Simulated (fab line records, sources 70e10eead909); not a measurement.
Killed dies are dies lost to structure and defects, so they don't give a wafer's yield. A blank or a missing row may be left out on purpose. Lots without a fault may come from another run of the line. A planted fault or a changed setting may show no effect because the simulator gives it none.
fab line records | flow nand_harc
record lots=6 wafers=18 last_day=33
route steps=1302 shown A_CONTACT@1022 END@1302
lots that met no fault: from a run of the same line without faults
start_h: hours from the record's first day to the start of the lot's first wafer shown | wait_h: hours since the lot's step before | " the same as in the row above | L1.1+2: a row that stands for several wafers | - no value, or no start given | * or withheld: withheld | < > ~ a bound
route shown NAME@n: a module of which the file shows steps, and the number in the route of the first | usual: mean/standard deviation of fault-free wafers | same: alike in all rows | chamber/n: place in a boat | sites: the reading at each site | _std_site: their standard deviation | _edge_site: outer sites' mean less inner sites' | radius_mm: how far each site lies from the wafer's centre | mask NAME#n: copy n | behind: the tool/chamber that last shaped the wafer | hold: why the lot was held/for how many hours/how that ended | device: the transistor (n, p or np) that didn't switch | end of line: the same wafers' tests at the end of the route | a step without rows: its recipe alone | killed: dies lost to structure and defects at the first sort, not the wafer's yield | map: a wafer's dies, x killed, . not, _ none there
set.NAME: the setting as run; set.NAME@STEP: as run at that earlier step | model.NAME: the simulator's own value behind a step, which no gauge read
lots at some steps of the route; a table a step, a row a wafer
services: from which hour (start_h, from the record's first day; less than 0 if before it) a tool's chamber was out of use, for how many hours, and why
## steps
# step NHARC_A_CONTACT_STRIP_100
# recipe cf4_flow_sccm=100 chf3_flow_sccm=30 ar_flow_sccm=0 bias_w=0 chemistry=CF4/CHF3
# step NHARC_A_CONTACT_STRIP_101
# recipe o2_flow_sccm=400 cos_flow_sccm=20 ar_flow_sccm=0 bias_w=0 chemistry=O2/COS
# step NHARC_A_CONTACT_ETCH_102
# recipe target_depth_a=1000 overetch_a=100 time_s=55 ion_energy_ev=100 cf4_flow_sccm=80 o2_flow_sccm=20 ar_flow_sccm=0 rf_w=300 bias_w=100 chemistry=CF4/O2
# usual drypump_motor_current_A=5.8/0.44 o2_flow_sccm=20.00/0.058 oes_ar_750_au=0.999/0.0045 oes_product_au=1.000/0.011 rf_vpp_V=197.7/1.5 showerhead_plenum_p_Torr=1.33/0.057 throttle_valve_pct=13.398/0.0086
# columns lot.wafer tool chamber start_h wait_h drypump_motor_current_A o2_flow_sccm oes_ar_750_au oes_product_au rf_hours_counter_h rf_vpp_V showerhead_plenum_p_Torr throttle_valve_pct
L167.1 rie_diel-04 0 534.56 0.1 6.6 19.92 0.996 1.018 52 201.2 1.43 13.402
L167.4 " 3 " " 5.5 20.01 0.999 1.011 48 195.2 1.24 13.392
L167.5 " 1 " " 5.7 19.97 0.996 1.021 - 197.4 1.31 13.417
L176.1 rie_diel-08 1 629.26 0.1 6.6 20.06 0.998 0.994 13 198.1 1.31 13.397
L176.3 " 2 " " 5.7 19.89 1.003 0.984 13 196.3 1.29 13.394
L176.5 " 0 " " 5.6 20.02 0.994 1.002 - 196.6 1.29 13.409
L184.4 rie_diel-08 1 703.27 0.1 6.7 19.93 1.001 0.990 28 196.0 1.31 13.393
L184.1 " 3 " " 6.5 19.97 0.994 1.003 29 198.6 1.31 13.412
L184.6 " 1 " " 6.6 20.07 0.991 0.985 - 196.9 1.31 13.388
L185.2 rie_diel-01 2 705.41 0.1 5.9 20.01 0.999 0.999 41 197.6 1.30 13.396
L185.4 " 0 " " 5.7 19.94 1.006 1.010 39 198.7 1.33 13.387
L185.5 " 2 " " 5.9 20.06 0.995 1.000 - 197.5 1.30 13.397
L187.3 rie_diel-01 3 723.37 0.1 5.8 20.08 0.996 0.991 51 196.7 1.24 13.394
L187.5 " 0 " " 5.7 19.99 1.002 1.008 - 196.1 1.33 13.410
L187.6 " 2 " " 5.9 19.94 1.001 1.006 - 195.8 1.30 13.392
L186.1 rie_diel-04 2 728.37 0.1 5.1 20.01 0.994 1.012 3 199.4 1.41 13.403
L186.3 " 3 " " 5.5 20.02 0.998 1.012 3 200.2 1.43 13.387
L186.4 " 2 " " 5.1 20.01 1.004 1.012 - 198.8 1.41 13.396
# step NHARC_A_CONTACT_STRIP_55
# recipe o2_flow_sccm=500 ar_flow_sccm=0 bias_w=0 chemistry=O2
# usual drypump_motor_current_A=5.8/0.44 o2_flow_sccm=499.9/1.5 oes_product_au=1.000/0.011 rf_vpp_V=57.7/0.88 showerhead_plenum_p_Torr=3.53/0.15 throttle_valve_pct=17.039/0.0098
# columns lot.wafer tool chamber start_h wait_h drypump_motor_current_A o2_flow_sccm oes_product_au rf_hours_counter_h rf_vpp_V showerhead_plenum_p_Torr throttle_valve_pct
L167.1 rie_diel-04 1 - - 5.8 498.7 1.011 45 57.1 3.47 17.053
L167.4 " 2 " " 5.1 499.5 1.000 54 57.3 3.74 17.047
L167.5 " 1 " " 5.8 502.3 1.022 - 57.2 3.47 17.045
L176.1 rie_diel-08 2 - - 5.7 500.1 0.983 13 57.8 3.41 17.032
L176.3 " 0 " " 5.6 500.5 1.004 13 58.1 3.42 17.015
L176.5 " 1 " " 6.7 497.7 0.990 - 56.3 3.46 17.043
L184.4 rie_diel-08 2 - - 5.7 500.0 0.990 27 59.0 3.40 17.045
L184.1 " 3 " " 6.5 499.0 1.003 29 57.3 3.47 17.049
L184.6 " 0 " " 5.6 498.8 1.006 - 57.6 3.41 17.032
L185.2 rie_diel-01 1 - - 5.6 499.4 1.013 30 59.6 3.62 17.033
L185.4 " 2 " " 5.9 499.1 1.002 41 57.4 3.45 17.028
L185.5 " 3 " " 5.8 499.3 0.994 - 57.5 3.30 17.060
L187.3 rie_diel-01 2 - - 5.9 500.5 0.983 47 59.0 3.44 17.047
L187.5 " 0 " " 5.7 502.9 1.008 - 57.7 3.52 17.017
L187.6 " 3 " " 5.8 500.4 0.985 - 56.9 3.30 17.048
L186.3 rie_diel-04 1 - - 5.8 502.0 1.003 3 56.5 3.44 17.035
L186.1 " 2 " " 5.1 500.4 0.998 3 57.9 3.71 17.036
L186.4 " 1 " " 5.8 501.3 1.008 - 57.6 3.44 17.036
# step NHARC_A_CONTACT_STRIP_56
# recipe time_s=600 temp_c=30 chemistry=post_etch_residue_remover
# step NHARC_A_CONTACT_DEP_57
# recipe target_thk_a=53000 temp_c=400 material=aC
# usual susceptor_temp_C=400.02/0.21 throttle_valve_pct=34.999/0.01
# columns lot.wafer tool chamber start_h wait_h susceptor_temp_C throttle_valve_pct
L167.1 acl_dep-02 0 537.69 - - 34.997
L167.4 " 0 539.26 - - 35.008
L167.5 " 0 " " - 35.004
L176.1 acl_dep-03 0 632.99 - - 35.003
L176.3 " 0 634.06 - - 35.006
L176.5 " 0 635.13 - - 35.006
L184.1 acl_dep-02 0 703.94 - 399.91 34.991
L184.4 " 0 705.56 - 399.93 34.991
L184.6 " 0 706.64 - 399.94 34.996
L185.2 acl_dep-01 0 706.71 - 399.69 35.006
L185.4 " 0 707.80 - 400.08 34.989
L185.5 " 0 " " 399.95 35.007
L187.3 acl_dep-01 0 725.15 - 400.17 34.998
L187.5 " 0 726.22 - 400.11 34.998
L187.6 " 0 " " 400.02 35.003
L186.1 acl_dep-03 0 729.15 - 400.32 34.995
L186.3 " 0 730.23 - 400.26 35.023
L186.4 " 0 " " 400.37 34.993
# step NHARC_A_CONTACT_DEP_58
# recipe target_thk_a=900 target_thk_nm=90 temp_c=400 pressure_torr=3.5 flow_sccm=200 rf_w=350 material=SiON
# usual heater_power_w=709/78 susceptor_temp_C=400.04/0.21
# columns lot.wafer tool chamber start_h wait_h heater_power_w susceptor_temp_C
L167.1 pecvd-04 1 540.87 2.7 680 400.03
L167.5 " 0 " " 783 400.31
L167.4 " 1 " " 676 399.62
L176.3 pecvd-01 2 636.25 1.7 739 400.05
L176.1 " 0 " " 756 399.96
L176.5 " 0 " " 740 400.01
L184.1 pecvd-04 0 707.20 2.7 778 399.87
L184.6 " 0 " " 784 399.83
L184.4 " 1 " " 601 400.22
L185.2 pecvd-03 2 709.44 2.2 680 400.11
L185.5 " 0 " " 677 400.19
L185.4 " 1 " " 825 400.06
L187.3 pecvd-04 1 727.32 1.6 717 399.72
L187.6 " 1 " " 725 399.88
L187.5 " 2 " " 668 399.99
L186.3 pecvd-04 0 732.42 1.7 710 400.14
L186.1 " 1 " " 686 399.68
L186.4 " 0 " " 725 400.28
# step NHARC_A_CONTACT_DEHYDRATE_59
# recipe temp_c=150 time_s=120
# step NHARC_A_CONTACT_HMDS_60
# recipe time_s=30
# step NHARC_A_CONTACT_COAT_61
# recipe temp_c=260 time_s=75
# step NHARC_A_CONTACT_COAT_62
# recipe temp_c=225 time_s=65
# step NHARC_A_CONTACT_COAT_63
# recipe spin_rpm=1500 resist_thk_nm=90
# step NHARC_A_CONTACT_SOFTBAKE_64
# recipe temp_c=105 time_s=55
# usual chill_plate_temp_C=22.99/0.1 heater_power_total_W=188.47/0.15 plate_temp_C=105.00/0.11
# columns lot.wafer tool chamber start_h wait_h chill_plate_temp_C heater_power_total_W plate_temp_C
L167.1 litho_track-01 0 541 - 23.23 188.54 104.86
L167.4 " 0 " " 22.97 188.46 104.95
L167.5 " 0 " " 23.04 188.47 104.93
L176.1 litho_track-04 0 636 - 22.89 188.23 104.88
L176.3 " 0 " " 22.90 188.48 105.03
L176.5 " 0 " " 23.03 188.41 105.03
L184.1 litho_track-04 0 707 - 22.92 188.39 105.13
L184.4 " 0 " " 23.02 188.77 105.10
L184.6 " 0 " " 22.91 323.02 -
L185.2 litho_track-04 0 709 - 23.07 323.34 -
L185.4 " 0 " " 23.14 188.33 105.08
L185.5 " 0 " " 23.07 323.24 -
L187.3 litho_track-06 0 727 - 22.93 188.60 105.10
L187.5 " 0 " " 22.88 188.29 105.00
L187.6 " 0 " " 22.76 188.71 105.07
L186.1 litho_track-01 0 732 - 23.05 188.39 104.91
L186.3 " 0 " " 23.04 188.38 104.88
L186.4 " 0 " " 22.88 188.74 104.88
# step NHARC_A_CONTACT_EBR_65
# step NHARC_END_SORT_01
# recipe temp_c=25
# usual killed_at_array=53/21 killed_at_other=0.8/1.1 killed_at_periphery=4.2/2.7 killed_dies=58/22 killed_open=3.4/1.9 killed_short=2.5/1.6
# same gross_dies=677
# columns lot.wafer tool chamber start_h wait_h killed_at_array killed_at_other killed_at_periphery killed_dies killed_open killed_short
L176.1 prober-02 0 696.47 2.5 38 0 3 41 3 4
L176.3 prober-02 0 698.04 3.1 44 0 6 50 8 1
L176.5 prober-02 0 699.62 3.6 42 0 1 43 3 2
L185.2 prober-02 0 774.63 2.8 69 0 1 70 2 3
L185.4 prober-02 0 776.23 3.4 58 0 3 61 2 6
L185.5 prober-02 0 777.03 3.7 75 1 1 77 4 1
# killed by level:class
L176.1 A_CHANNEL_HOLE_D1:chamber_film_flake=29 P_STI:geometric_particle:short=2 A_WL_FILL:geometric_particle:open=2 A_CONTACT:chamber_film_flake=2 A_CHANNEL_FILL_D1:geometric_particle:short=1 A_DECK1_JOINT:geometric_particle:short=1 A_M1:geometric_particle:open=1 P_ZERO_WELL:chamber_film_flake=1
L176.3 A_CHANNEL_HOLE_D1:chamber_film_flake=32 P_CONTACT:geometric_particle:open=3 P_CONTACT:chamber_film_flake=2 A_SLIT:chamber_film_flake=2 A_ONON_D1:geometric_particle:open=1 A_CHANNEL_HOLE_D1:geometric_particle:open=1 A_CHANNEL_FILL_D1:geometric_particle:open=1 A_DECK1_JOINT:geometric_particle:short=1
L176.5 A_CHANNEL_HOLE_D1:chamber_film_flake=33 A_CONTACT:chamber_film_flake=3 A_ONON_D1:geometric_particle:short=1 A_CHANNEL_HOLE_D1:geometric_particle:open=1 A_CHANNEL_FILL_D1:geometric_particle:open=1 A_STAIRCASE:geometric_particle:short=1 A_M0:geometric_particle:open=1 P_ZERO_WELL:chamber_film_flake=1
L185.2 A_SLIT:chamber_film_flake=33 A_CHANNEL_HOLE_D2:chamber_film_flake=17 A_CONTACT:chamber_film_flake=10 A_STAIRCASE:chamber_film_flake=5 P_M0:geometric_particle:short=1 A_SOURCE_PLATE:geometric_particle:short=1 A_ONON_D1:geometric_particle:open=1 A_CHANNEL_FILL_D1:geometric_particle:short=1
L185.4 A_CHANNEL_HOLE_D2:chamber_film_flake=21 A_SLIT:chamber_film_flake=18 A_CONTACT:chamber_film_flake=4 A_CHANNEL_FILL_D1:chamber_film_flake=3 A_STAIRCASE:chamber_film_flake=3 A_WL_FILL:chamber_film_flake=2 P_GATE:geometric_particle:short=1 P_M0:geometric_particle:short=1
L185.5 A_SLIT:chamber_film_flake=31 A_CHANNEL_HOLE_D2:chamber_film_flake=24 A_CONTACT:chamber_film_flake=8 A_STAIRCASE:chamber_film_flake=5 A_CHANNEL_FILL_D1:geometric_particle:open=1 A_CHANNEL_HOLE_D2:geometric_particle:open=1 A_CHANNEL_HOLE_D2:geometric_particle:short=1 A_CHANNEL_FILL_D2:geometric_particle:open=1
## services
# columns tool chamber start_h hours kind
pecvd-03 2 526.41 4.8 repair
litho_track-06 - 529.00 7.0 pm
rie_diel-04 - 535.83 9.0 pm
rie_diel-08 - 545.31 9.0 pm
pecvd-03 - 547.33 13.0 pm
litho_track-04 - 553.00 7.0 pm
acl_dep-01 - 557.52 13.0 pm
rie_diel-01 1 558.22 4.2 repair
rie_diel-01 - 560.99 9.0 pm
pecvd-03 0 568.02 10.1 repair
acl_dep-02 - 609.75 13.0 pm
pecvd-01 1 614.62 20.6 repair
pecvd-04 - 631.12 13.0 pm
rie_diel-04 2 634.37 5.1 repair
rie_diel-01 1 646.94 11.9 repair
pecvd-04 2 656.06 2.1 repair
acl_dep-03 - 664.78 13.0 pm
pecvd-01 - 673.00 13.0 pm
litho_track-01 - 680.00 7.0 pm
litho_track-06 - 704.00 7.0 pm
rie_diel-08 1 709.58 7.9 repair
rie_diel-04 - 712.83 9.0 pm
rie_diel-08 - 722.31 9.0 pm
litho_track-04 - 728.00 7.0 pm
## key
first_sign step=NHARC_A_CONTACT_SOFTBAKE_64 reading=heater_power_total_W direction=up sigmas=99+ usual=* struck=*
effect none on later readings
met_at NHARC_A_CONTACT_SOFTBAKE_64
struck_wafers L184.6,L185.2,L185.5
tester_left_out L184,L185
onset_between 636 707
fault kind=process_parameter_drift tool=litho_track-04 chamber=- onset_h=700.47 steps=NHARC_A_CONTACT_SOFTBAKE_64 channel=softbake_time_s offset=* shape=step end_h=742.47 scope=struck_wafers_only acts_in=* stated=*
# tester_left_out: of these lots the tester's yield and bins aren't shown, on N5 and GAA mostly nor the transistor test; their killed dies are dies lost to structure and defects alone, not to doping, threshold or leakage, so they don't give the yield
